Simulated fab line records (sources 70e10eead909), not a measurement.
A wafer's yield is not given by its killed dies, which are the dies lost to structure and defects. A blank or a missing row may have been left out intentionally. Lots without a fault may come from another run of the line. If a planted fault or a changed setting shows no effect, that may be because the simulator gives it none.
fab line records -- flow nandHarc
record: lots: 6, wafers: 16, lastDay: 32
route steps=1302 shown A_DECK1_JOINT@544 A_ONON_D2@545 END@1302
lots that met no fault: taken from a fault-free run of the same line
startH: the number of hours between the record's first day and the start of the first shown wafer of the lot -- waitH: how many hours have passed since the lot's step before this one -- " unchanged from the row above -- L1.1+2: several wafers, shown together as one row -- - no value, or no start was given -- * or withheld: withheld -- < > ~ a bound
route shown NAME@n: names a module that has steps shown in the file, with the first one's number in the route -- usual: mean/standard deviation taken from wafers without a fault -- same: alike in all rows -- chamber/n: place in a boat -- sites: per-site readings -- _std_site: their standard deviation -- _edge_site: inner sites' mean taken away from outer sites' mean -- radiusMm: how far each site lies from the wafer's centre -- mask NAME#n: copy n -- behind: tool/chamber where the wafer was last shaped -- hold: why the lot went on hold/how many hours it stayed there/how the hold came to an end -- device: the transistor (n, p or np) that didn't switch -- end of line: tests run on the same wafers once the route is complete -- where a step has no rows: the recipe by itself -- killed: the dies lost at the first sort to structure and to defects; this is not the yield of the wafer -- map: per-die view of a wafer (x killed, . not killed, _ where there is no die)
set.NAME: the setting as run; set.NAME@STEP: as run at that earlier step -- model.NAME: the simulator's own value behind a step, which no gauge read
a table for each step, a row for each wafer; lots at some steps of the route
services: when a tool's chamber went out of use (startH, in hours from the record's first day, below 0 if earlier), for how many hours, and the reason
== steps ==
step: NHARC_A_DECK1_JOINT_INSPECT_05
usual: rawDefectCount: 311/100
lot.wafer,tool,chamber,startH,waitH,rawDefectCount
L109.4,defectInspect-01,-,291.43,0.0,315
L109.5,defectInspect-01,-,291.43,0.0,330
L109.6,defectInspect-01,-,291.43,0.0,320
L112.1,defectInspect-01,-,327.09,0.0,347
L112.3,defectInspect-01,-,327.09,0.0,404
L112.6,defectInspect-01,-,327.09,0.0,367
L116.1,defectInspect-01,-,353.57,0.0,228
L125.2,defectInspect-01,-,449.60,0.0,237
L125.3,defectInspect-01,-,449.60,0.0,258
L125.6,defectInspect-01,-,449.60,0.0,250
L127.1,defectInspect-01,-,478.73,0.0,310
L127.2,defectInspect-01,-,478.73,0.0,282
L127.5,defectInspect-01,-,478.73,0.0,193
L130.1,defectInspect-01,-,493.10,0.0,426
L130.5,defectInspect-01,-,493.10,0.0,259
L130.6,defectInspect-01,-,493.10,0.0,245
step: NHARC_A_ONON_D2_DEP_00
recipe: targetThkA: 10000, n2FlowSccm: 2750, n2oFlowSccm: 2000, nh3FlowSccm: 500, sih4FlowSccm: 210, tempC: 400
step: NHARC_A_ONON_D2_THK_MEAS_02
recipe: thkMeasGauge: ellipsometry
usual: thkNm: 999/10
lot.wafer,tool,chamber,startH,waitH,thkNm
L109.4,filmMetro-01,-,292.01,-,994
L109.5,filmMetro-01,-,292.01,-,994
L109.6,filmMetro-01,-,292.01,-,993
L112.1,filmMetro-01,-,327.67,-,1006
L112.3,filmMetro-01,-,327.67,-,1006
L112.6,filmMetro-01,-,327.67,-,1005
L116.1,filmMetro-01,-,354.15,-,990
L125.2,filmMetro-01,-,450.19,-,996
L125.3,filmMetro-01,-,450.19,-,998
L125.6,filmMetro-01,-,450.19,-,998
L127.1,filmMetro-01,-,479.31,-,1005
L127.2,filmMetro-01,-,479.31,-,1007
L127.5,filmMetro-01,-,479.31,-,1006
L130.1,filmMetro-02,-,493.68,-,1002
L130.5,filmMetro-02,-,493.68,-,1001
L130.6,filmMetro-02,-,493.68,-,1000
step: NHARC_A_ONON_D2_DEP_03
recipe: targetThkA: 10000, n2FlowSccm: 2750, n2oFlowSccm: 2000, nh3FlowSccm: 500, sih4FlowSccm: 210, tempC: 400
step: NHARC_A_ONON_D2_THK_MEAS_05
recipe: thkMeasGauge: ellipsometry
usual: thkNm: 997/8.7
lot.wafer,tool,chamber,startH,waitH,thkNm
L109.4,filmMetro-02,-,292.57,-,996
L109.5,filmMetro-02,-,292.57,-,996
L109.6,filmMetro-02,-,292.57,-,997
L112.1,filmMetro-02,-,328.24,-,995
L112.3,filmMetro-02,-,328.24,-,999
L112.6,filmMetro-02,-,328.24,-,996
L116.1,filmMetro-02,-,354.71,-,996
L125.2,filmMetro-01,-,450.76,-,990
L125.3,filmMetro-01,-,450.76,-,990
L125.6,filmMetro-01,-,450.76,-,991
L127.1,filmMetro-01,-,479.88,-,1013
L127.2,filmMetro-01,-,479.88,-,1013
L127.5,filmMetro-01,-,479.88,-,1013
L130.1,filmMetro-01,-,494.25,-,984
L130.5,filmMetro-01,-,494.25,-,982
L130.6,filmMetro-01,-,494.25,-,983
step: NHARC_A_ONON_D2_DEP_06
recipe: targetThkA: 10000, n2FlowSccm: 2750, n2oFlowSccm: 2000, nh3FlowSccm: 500, sih4FlowSccm: 210, tempC: 400
step: NHARC_A_ONON_D2_THK_MEAS_08
recipe: thkMeasGauge: ellipsometry
usual: thkNm: 1003/12
lot.wafer,tool,chamber,startH,waitH,thkNm
L109.4,filmMetro-02,-,293.13,-,1009
L109.5,filmMetro-02,-,293.13,-,1006
L109.6,filmMetro-02,-,293.13,-,1007
L112.1,filmMetro-02,-,328.80,-,1000
L112.3,filmMetro-02,-,328.80,-,999
L112.6,filmMetro-02,-,328.80,-,999
L116.1,filmMetro-02,-,355.28,-,992
L125.2,filmMetro-02,-,451.32,-,1020
L125.3,filmMetro-02,-,451.32,-,1019
L125.6,filmMetro-02,-,451.32,-,1019
L127.1,filmMetro-02,-,480.44,-,988
L127.2,filmMetro-02,-,480.44,-,991
L127.5,filmMetro-02,-,480.44,-,989
L130.1,filmMetro-01,-,494.82,-,1012
L130.5,filmMetro-01,-,494.82,-,1014
L130.6,filmMetro-01,-,494.82,-,1013
step: NHARC_A_ONON_D2_DEP_09
recipe: targetThkA: 10000, n2FlowSccm: 2750, n2oFlowSccm: 2000, nh3FlowSccm: 500, sih4FlowSccm: 210, tempC: 400
step: NHARC_A_ONON_D2_THK_MEAS_11
recipe: thkMeasGauge: ellipsometry
usual: thkNm: 1001/10
lot.wafer,tool,chamber,startH,waitH,thkNm
L109.4,filmMetro-02,-,293.70,-,969
L109.5,filmMetro-02,-,293.70,-,969
L109.6,filmMetro-02,-,293.70,-,970
L112.1,filmMetro-02,-,329.37,-,1007
L112.3,filmMetro-02,-,329.37,-,1006
L112.6,filmMetro-02,-,329.37,-,1007
L116.1,filmMetro-02,-,355.85,-,999
L125.2,filmMetro-02,-,451.88,-,1012
L125.3,filmMetro-02,-,451.88,-,1010
L125.6,filmMetro-02,-,451.88,-,1011
L127.1,filmMetro-02,-,481.01,-,982
L127.2,filmMetro-02,-,481.01,-,984
L127.5,filmMetro-02,-,481.01,-,981
L130.1,filmMetro-01,-,495.38,-,992
L130.5,filmMetro-01,-,495.38,-,991
L130.6,filmMetro-01,-,495.38,-,993
step: NHARC_A_ONON_D2_DEP_12
recipe: targetThkA: 10000, n2FlowSccm: 2750, n2oFlowSccm: 2000, nh3FlowSccm: 500, sih4FlowSccm: 210, tempC: 400
step: NHARC_A_ONON_D2_THK_MEAS_14
recipe: thkMeasGauge: ellipsometry
usual: thkNm: 1000/11
lot.wafer,tool,chamber,startH,waitH,thkNm
L109.4,filmMetro-02,-,294.26,-,983
L109.5,filmMetro-02,-,294.26,-,984
L109.6,filmMetro-02,-,294.26,-,984
L112.1,filmMetro-01,-,329.93,-,1006
L112.3,filmMetro-01,-,329.93,-,1004
L112.6,filmMetro-01,-,329.93,-,1004
L116.1,filmMetro-02,-,356.41,-,1006
L125.2,filmMetro-02,-,452.44,-,988
L125.3,filmMetro-02,-,452.44,-,986
L125.6,filmMetro-02,-,452.44,-,987
L127.1,filmMetro-02,-,481.57,-,987
L127.2,filmMetro-02,-,481.57,-,987
L127.5,filmMetro-02,-,481.57,-,989
L130.1,filmMetro-02,-,495.94,-,1003
L130.5,filmMetro-02,-,495.94,-,1002
L130.6,filmMetro-02,-,495.94,-,1001
step: NHARC_A_ONON_D2_ANNEAL_15
recipe: tempC: 750, timeS: 3600
step: NHARC_A_ONON_D2_DEP_16
recipe: targetThkA: 10000, n2FlowSccm: 2750, n2oFlowSccm: 2000, nh3FlowSccm: 500, sih4FlowSccm: 210, tempC: 400
lot.wafer,tool,chamber,startH,waitH
L109.4+5+6,pecvdOnon-04,0,305.47,0.7
L112.1+3+6,pecvdOnon-03,0,336.77,0.4
L116.1,pecvdOnon-03,0,363.47,0.4
L125.2+3+6,pecvdOnon-02,0,461.80,0.4
L127.1+2+5,pecvdOnon-02,0,488.41,0.4
L130.1+5+6,pecvdOnon-03,0,504.73,0.4
step: NHARC_A_ONON_D2_THK_MEAS_18
recipe: thkMeasGauge: ellipsometry
usual: thkNm: 997/8.1
lot.wafer,tool,chamber,startH,waitH,hold,thkNm
L109.4,filmMetro-02,-,305.81,-,-,995
L109.5,filmMetro-02,-,305.81,-,-,993
L109.6,filmMetro-02,-,305.81,-,-,993
L112.1,filmMetro-01,-,337.28,-,awaitDispo/0.2h/release,1289
L112.3,filmMetro-01,-,337.28,-,awaitDispo/0.2h/release,989
L112.6,filmMetro-01,-,337.28,-,awaitDispo/0.2h/release,992
L112.1,filmMetro-01,-,337.45,0.2,-,1287
L112.3,filmMetro-01,-,337.45,0.2,-,991
L112.6,filmMetro-01,-,337.45,0.2,-,992
L116.1,filmMetro-01,-,363.98,-,awaitDispo/0.2h/release,1290
L116.1,filmMetro-01,-,364.15,0.2,-,1291
L125.2,filmMetro-01,-,462.25,-,-,1001
L125.3,filmMetro-01,-,462.25,-,-,998
L125.6,filmMetro-01,-,462.25,-,-,1000
L127.1,filmMetro-02,-,488.91,-,-,988
L127.2,filmMetro-02,-,488.91,-,-,990
L127.5,filmMetro-02,-,488.91,-,-,989
L130.1,filmMetro-02,-,505.24,-,-,999
L130.5,filmMetro-02,-,505.24,-,-,999
L130.6,filmMetro-02,-,505.24,-,-,999
step: NHARC_END_SORT_01
recipe: tempC: 25
usual: killedAtArray: 61/26, killedAtOther: 0.8/1.1, killedAtPeriphery: 4.0/2.6, killedDies: 66/26, killedOpen: 3.1/1.7, killedShort: 2.5/1.5
same: grossDies: 677
lot.wafer,tool,chamber,startH,waitH,hold,killedAtArray,killedAtOther,killedAtPeriphery,killedDies,killedOpen,killedShort
L109.4,prober-02,0,577.91,3.4,-,85,0,8,93,6,3
L109.5,prober-02,0,578.71,3.7,-,104,0,7,111,4,4
L109.6,prober-02,0,579.52,4.0,-,110,0,4,114,5,4
L112.1,prober-02,0,626.17,2.5,awaitDispo/4.8h/release,675,0,2,677,3,3
L112.3,prober-02,0,627.78,3.1,awaitDispo/4.8h/release,42,0,3,45,5,1
L112.6,prober-02,0,630.19,4.0,awaitDispo/4.8h/release,48,0,0,48,2,6
L116.1,prober-01,0,642.74,2.5,awaitDispo/1.9h/release,674,0,3,677,5,6
L125.2,prober-01,0,739.42,2.8,-,57,0,8,65,1,1
L125.3,prober-01,0,740.23,3.1,-,54,0,12,66,5,0
L125.6,prober-01,0,742.68,4.1,-,53,0,10,63,8,0
L127.1,prober-01,0,770.84,2.5,-,44,2,3,49,4,1
L127.2,prober-01,0,771.65,2.8,-,32,0,5,37,3,3
L127.5,prober-01,0,774.06,3.7,-,45,4,3,52,4,3
L130.1,prober-02,0,771.59,2.5,-,57,0,2,59,5,3
L130.5,prober-02,0,774.82,3.7,-,48,0,2,50,3,1
L130.6,prober-02,0,775.63,4.0,-,51,0,3,54,2,2
killed by level:class
L109.4 A_CHANNEL_HOLE_D2:chamberFilmFlake=32 A_SLIT:chamberFilmFlake=23 A_CHANNEL_HOLE_D1:chamberFilmFlake=21 P_STI:chamberFilmFlake=3 P_M2:geometricParticle:open=2 A_ONON_D1:geometricParticle:open=2 A_STAIRCASE:chamberFilmFlake=2 A_SGD_CUT:chamberFilmFlake=2
L109.5 A_CHANNEL_HOLE_D2:chamberFilmFlake=37 A_CHANNEL_HOLE_D1:chamberFilmFlake=31 A_SLIT:chamberFilmFlake=24 A_STAIRCASE:chamberFilmFlake=4 P_ZERO_WELL:chamberFilmFlake=2 P_M1:geometricParticle:open=1 P_BONDPAD:geometricParticle:open=1 A_ONON_D1:geometricParticle:short=1
L109.6 A_CHANNEL_HOLE_D2:chamberFilmFlake=39 A_CHANNEL_HOLE_D1:chamberFilmFlake=33 A_SLIT:chamberFilmFlake=23 A_STAIRCASE:chamberFilmFlake=4 P_CONTACT:geometricParticle:open=2 A_CHANNEL_FILL_D2:geometricParticle:short=2 A_CONTACT:chamberFilmFlake=2 A_ONON_D1:geometricParticle:open=1
L112.1 A_ONON_D2:areaDep=637 A_CHANNEL_HOLE_D2:chamberFilmFlake=28 A_SGD_CUT:geometricParticle:short=2 A_CHANNEL_HOLE_D1:chamberFilmFlake=2 A_CONTACT:chamberFilmFlake=2 P_M1:geometricParticle:open=1 A_CHANNEL_HOLE_D1:geometricParticle:open=1 A_WL_FILL:geometricParticle:open=1
L112.3 A_CHANNEL_HOLE_D2:chamberFilmFlake=33 A_CHANNEL_HOLE_D1:chamberFilmFlake=3 P_CONTACT:geometricParticle:open=2 A_CONTACT:chamberFilmFlake=2 P_M0:geometricParticle:open=1 A_CHANNEL_FILL_D1:geometricParticle:open=1 A_CONTACT:geometricParticle:short=1 A_CONTACT:geometricParticle:open=1
L112.6 A_CHANNEL_HOLE_D2:chamberFilmFlake=25 A_CONTACT:chamberFilmFlake=6 A_CHANNEL_HOLE_D1:chamberFilmFlake=5 A_ONON_D1:geometricParticle:open=1 A_CHANNEL_HOLE_D1:geometricParticle:short=1 A_CHANNEL_FILL_D1:geometricParticle:short=1 A_ONON_D2:geometricParticle:short=1 A_ONON_D2:geometricParticle:open=1
L116.1 A_ONON_D2:areaDep=634 A_CHANNEL_HOLE_D2:chamberFilmFlake=15 A_CONTACT:chamberFilmFlake=4 A_CHANNEL_HOLE_D1:chamberFilmFlake=3 A_CHANNEL_FILL_D2:geometricParticle:open=2 A_ZERO_WELL:chamberFilmFlake=2 A_CHANNEL_FILL_D1:chamberFilmFlake=2 A_DECK1_JOINT:chamberFilmFlake=2
L125.2 A_CHANNEL_HOLE_D1:chamberFilmFlake=22 A_CHANNEL_HOLE_D2:chamberFilmFlake=20 A_CONTACT:chamberFilmFlake=9 P_CONTACT:chamberFilmFlake=6 A_ZERO_WELL:chamberFilmFlake=2 A_STAIRCASE:chamberFilmFlake=2 P_CONTACT:geometricParticle:short=1 A_CHANNEL_FILL_D1:geometricParticle:open=1
L125.3 A_CHANNEL_HOLE_D2:chamberFilmFlake=23 P_CONTACT:chamberFilmFlake=9 A_CHANNEL_HOLE_D1:chamberFilmFlake=9 A_CONTACT:chamberFilmFlake=8 A_SLIT:chamberFilmFlake=5 A_ZERO_WELL:chamberFilmFlake=3 A_ONON_D1:geometricParticle:open=1 A_CHANNEL_HOLE_D1:geometricParticle:open=1
L125.6 A_CHANNEL_HOLE_D2:chamberFilmFlake=23 A_CHANNEL_HOLE_D1:chamberFilmFlake=10 A_CONTACT:chamberFilmFlake=8 P_CONTACT:chamberFilmFlake=7 A_SLIT:chamberFilmFlake=4 A_ONON_D1:geometricParticle:open=3 A_M1:geometricParticle:open=2 P_CONTACT:geometricParticle:open=1
L127.1 A_CHANNEL_HOLE_D1:chamberFilmFlake=25 A_SLIT:chamberFilmFlake=5 A_STAIRCASE:chamberFilmFlake=4 A_SGD_CUT:chamberFilmFlake=4 P_ZERO_WELL:chamberFilmFlake=2 THIN_TSV:chamberFilmFlake=2 P_CONTACT:geometricParticle:open=1 A_CHANNEL_HOLE_D1:geometricParticle:open=1
L130.1 A_CHANNEL_HOLE_D2:chamberFilmFlake=28 A_SLIT:chamberFilmFlake=9 A_CHANNEL_HOLE_D1:chamberFilmFlake=6 A_STAIRCASE:chamberFilmFlake=3 A_CONTACT:chamberFilmFlake=2 A_SOURCE_PLATE:geometricParticle:short=1 A_SOURCE_PLATE:geometricParticle:open=1 A_ONON_D1:geometricParticle:open=1
L127.2 A_CHANNEL_HOLE_D1:chamberFilmFlake=17 A_SLIT:chamberFilmFlake=4 P_GATE:geometricParticle:short=2 A_M0:geometricParticle:open=2 P_ZERO_WELL:chamberFilmFlake=2 A_STAIRCASE:chamberFilmFlake=2 A_SOURCE_PLATE:geometricParticle:short=1 A_CHANNEL_FILL_D1:geometricParticle:open=1
L127.5 A_CHANNEL_HOLE_D1:chamberFilmFlake=16 A_SLIT:chamberFilmFlake=8 A_STAIRCASE:chamberFilmFlake=6 A_CONTACT:chamberFilmFlake=3 A_CHANNEL_FILL_D2:chamberFilmFlake=3 A_SGD_CUT:chamberFilmFlake=3 THIN_TSV:chamberFilmFlake=3 P_CONTACT:geometricParticle:open=1
L130.5 A_CHANNEL_HOLE_D2:chamberFilmFlake=30 A_SLIT:chamberFilmFlake=8 A_CHANNEL_HOLE_D1:chamberFilmFlake=2 A_CONTACT:chamberFilmFlake=2 A_SOURCE_PLATE:geometricParticle:open=1 A_ONON_D1:geometricParticle:open=1 A_CHANNEL_HOLE_D1:geometricParticle:open=1 A_DECK1_JOINT:geometricParticle:short=1
L130.6 A_CHANNEL_HOLE_D2:chamberFilmFlake=33 A_CHANNEL_HOLE_D1:chamberFilmFlake=5 A_SLIT:chamberFilmFlake=4 A_BLC:geometricParticle:open=2 P_GATE:chamberFilmFlake=2 A_STAIRCASE:chamberFilmFlake=2 A_CONTACT:chamberFilmFlake=2 A_CHANNEL_HOLE_D1:geometricParticle:short=1
map L112.1 (x killed, . not)
____________x____________
_________xxxxxxx_________
_______xxxxxxxxxxx_______
______xxxxxxxxxxxxx______
_____xxxxxxxxxxxxxxx_____
____xxxxxxxxxxxxxxxxx____
____xxxxxxxxxxxxxxxxx____
___xxxxxxxxxxxxxxxxxxx___
___xxxxxxxxxxxxxxxxxxx___
__xxxxxxxxxxxxxxxxxxxxx__
__xxxxxxxxxxxxxxxxxxxxx__
_xxxxxxxxxxxxxxxxxxxxxxx_
_xxxxxxxxxxxxxxxxxxxxxxx_
_xxxxxxxxxxxxxxxxxxxxxxx_
_xxxxxxxxxxxxxxxxxxxxxxx_
_xxxxxxxxxxxxxxxxxxxxxxx_
xxxxxxxxxxxxxxxxxxxxxxxxx
xxxxxxxxxxxxxxxxxxxxxxxxx
xxxxxxxxxxxxxxxxxxxxxxxxx
xxxxxxxxxxxxxxxxxxxxxxxxx
xxxxxxxxxxxxxxxxxxxxxxxxx
_xxxxxxxxxxxxxxxxxxxxxxx_
_xxxxxxxxxxxxxxxxxxxxxxx_
_xxxxxxxxxxxxxxxxxxxxxxx_
_xxxxxxxxxxxxxxxxxxxxxxx_
_xxxxxxxxxxxxxxxxxxxxxxx_
__xxxxxxxxxxxxxxxxxxxxx__
__xxxxxxxxxxxxxxxxxxxxx__
___xxxxxxxxxxxxxxxxxxx___
___xxxxxxxxxxxxxxxxxxx___
____xxxxxxxxxxxxxxxxx____
____xxxxxxxxxxxxxxxxx____
_____xxxxxxxxxxxxxxx_____
______xxxxxxxxxxxxx______
_______xxxxxxxxxxx_______
_________xxxxxxx_________
____________x____________
map L116.1 (x killed, . not)
____________x____________
_________xxxxxxx_________
_______xxxxxxxxxxx_______
______xxxxxxxxxxxxx______
_____xxxxxxxxxxxxxxx_____
____xxxxxxxxxxxxxxxxx____
____xxxxxxxxxxxxxxxxx____
___xxxxxxxxxxxxxxxxxxx___
___xxxxxxxxxxxxxxxxxxx___
__xxxxxxxxxxxxxxxxxxxxx__
__xxxxxxxxxxxxxxxxxxxxx__
_xxxxxxxxxxxxxxxxxxxxxxx_
_xxxxxxxxxxxxxxxxxxxxxxx_
_xxxxxxxxxxxxxxxxxxxxxxx_
_xxxxxxxxxxxxxxxxxxxxxxx_
_xxxxxxxxxxxxxxxxxxxxxxx_
xxxxxxxxxxxxxxxxxxxxxxxxx
xxxxxxxxxxxxxxxxxxxxxxxxx
xxxxxxxxxxxxxxxxxxxxxxxxx
xxxxxxxxxxxxxxxxxxxxxxxxx
xxxxxxxxxxxxxxxxxxxxxxxxx
_xxxxxxxxxxxxxxxxxxxxxxx_
_xxxxxxxxxxxxxxxxxxxxxxx_
_xxxxxxxxxxxxxxxxxxxxxxx_
_xxxxxxxxxxxxxxxxxxxxxxx_
_xxxxxxxxxxxxxxxxxxxxxxx_
__xxxxxxxxxxxxxxxxxxxxx__
__xxxxxxxxxxxxxxxxxxxxx__
___xxxxxxxxxxxxxxxxxxx___
___xxxxxxxxxxxxxxxxxxx___
____xxxxxxxxxxxxxxxxx____
____xxxxxxxxxxxxxxxxx____
_____xxxxxxxxxxxxxxx_____
______xxxxxxxxxxxxx______
_______xxxxxxxxxxx_______
_________xxxxxxx_________
____________x____________
== services ==
tool,chamber,startH,hours,kind
pecvdOnon-04,-,311.28,13.0,pm
pecvdOnon-02,-,366.00,13.0,pm
pecvdOnon-03,-,378.20,5.9,repair
pecvdOnon-03,-,408.33,13.0,pm
pecvdOnon-04,-,492.28,13.0,pm
== key ==
firstSign: step: NHARC_A_ONON_D2_THK_MEAS_18, reading: visit, direction: added
effect: step: NHARC_A_ONON_D2_THK_MEAS_18, reading: thkNm, direction: up, sigmas: 36, usual: 997, struck: 1290
effect: step: NHARC_END_SORT_01, reading: killedAtArray, direction: up, sigmas: 24, usual: 61, struck: 674
moreKillsBornAt: NHARC_A_ONON_D2_DEP_16@pecvdOnon-03: 1271
metAt NHARC_A_ONON_D2_DEP_16
struckWafers L112.1,L116.1
laterRowsLeftOut L112.1,L116.1
testerLeftOut L112,L116
fault: kind: processParameterDrift, tool: pecvdOnon-03, chamber: -, onsetH: 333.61, steps: NHARC_A_ONON_D2_DEP_16, channel: targetThkA, offset: *, shape: step, endH: 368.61, scope: struckWafersOnly, actsIn: *, stated: *
testerLeftOut: of these lots the tester's yield and bins aren't shown, on N5 and GAA mostly nor the transistor test; their killed dies are dies lost to structure and defects alone, not to doping, threshold or leakage, so they don't give the yield
laterRowsLeftOut: the simulator's readings of these wafers behind a module that went badly wrong aren't trusted and aren't shown, but for the sort
